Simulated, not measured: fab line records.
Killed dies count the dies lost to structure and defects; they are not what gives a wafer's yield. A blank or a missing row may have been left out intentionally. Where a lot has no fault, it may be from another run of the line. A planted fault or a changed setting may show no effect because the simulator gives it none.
Chamber matching :: flow n5Finfet :: N5_BEOL_M2_CO_CAP_55 on cvdCo-01: 3 sister chambers
The step material Co, precursor CCTBA/H2, target thk 2 nm, time 102.1 s. 27 wafers are shown with their chamber, then 12 later ones without.

== WAFERS, EACH WITH ITS CHAMBER ==
wafer: L074.2
chamber: 0
heaterPowerW (W): 221

wafer: L074.5
chamber: 1
heaterPowerW (W): 284

wafer: L074.6
chamber: 2
heaterPowerW (W): 221

wafer: L076.1
chamber: 2
heaterPowerW (W): 217

wafer: L076.4
chamber: 2
heaterPowerW (W): 213

wafer: L076.6
chamber: 0
heaterPowerW (W): 225

wafer: L077.1
chamber: 1
heaterPowerW (W): 276

wafer: L077.4
chamber: 1
heaterPowerW (W): 281

wafer: L077.5
chamber: 2
heaterPowerW (W): 213

wafer: L079.2
chamber: 0
heaterPowerW (W): 222

wafer: L079.4
chamber: 2
heaterPowerW (W): 214

wafer: L079.6
chamber: 0
heaterPowerW (W): 224

wafer: L081.1
chamber: 1
heaterPowerW (W): 275

wafer: L081.4
chamber: 2
heaterPowerW (W): 219

wafer: L081.5
chamber: 1
heaterPowerW (W): 274

wafer: L084.1
chamber: 2
heaterPowerW (W): 212

wafer: L084.2
chamber: 1
heaterPowerW (W): 275

wafer: L084.5
chamber: 1
heaterPowerW (W): 276

wafer: L085.3
chamber: 2
heaterPowerW (W): 213

wafer: L085.4
chamber: 0
heaterPowerW (W): 222

wafer: L085.5
chamber: 1
heaterPowerW (W): 273

wafer: L086.3
chamber: 1
heaterPowerW (W): 279

wafer: L086.4
chamber: 0
heaterPowerW (W): 220

wafer: L086.6
chamber: 2
heaterPowerW (W): 215

wafer: L091.1
chamber: 2
heaterPowerW (W): 217

wafer: L091.3
chamber: 0
heaterPowerW (W): 219

wafer: L091.6
chamber: 1
heaterPowerW (W): 282

SIGNATURES, as means of the wafers listed above
reading: heaterPowerW
chamber 0: 221.86
chamber 1: 277.50
chamber 2: 215.40
scatter within a chamber: 3.12
Rule: for each reading, subtract the chamber's mean from the wafer's reading, divide by that reading's scatter and square the result; add these up over the readings and take the root, which gives the wafer's distance from the chamber. The wafer belongs to the nearest chamber; if the next one is less than 2 further off, it can't be placed. The scatter: take each reading less its chamber's mean, square it, sum over the shown wafers, divide by the number of wafers less the number of chambers, and take the root.

== WAFERS WITHOUT THEIR CHAMBER ==
wafer: L092.2
heaterPowerW (W): 215

wafer: L092.4
heaterPowerW (W): 212

wafer: L092.5
heaterPowerW (W): 278

wafer: L094.1
heaterPowerW (W): 213

wafer: L094.4
heaterPowerW (W): 222

wafer: L094.5
heaterPowerW (W): 270

wafer: L096.2
heaterPowerW (W): 220

wafer: L096.3
heaterPowerW (W): 223

wafer: L096.5
heaterPowerW (W): 275

wafer: L097.1
heaterPowerW (W): 224

wafer: L097.2
heaterPowerW (W): 273

wafer: L097.3
heaterPowerW (W): 212

== WHICH CHAMBER EACH ONE RAN IN ==
wafer: L092.2
from the rows above: 2
in truth: 2

wafer: L092.4
from the rows above: 2
in truth: 2

wafer: L092.5
from the rows above: 1
in truth: 1

wafer: L094.1
from the rows above: 2
in truth: 2

wafer: L094.4
from the rows above: 0
in truth: 0

wafer: L094.5
from the rows above: 1
in truth: 1

wafer: L096.2
from the rows above: can't be placed: 0 or 2
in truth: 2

wafer: L096.3
from the rows above: 0
in truth: 0

wafer: L096.5
from the rows above: 1
in truth: 1

wafer: L097.1
from the rows above: 0
in truth: 0

wafer: L097.2
from the rows above: 1
in truth: 1

wafer: L097.3
from the rows above: 2
in truth: 2
Correct placement for 11 of the 12. These rows do not allow placing 1 (true chamber among the candidates in 1). Wrongly placed: 0.
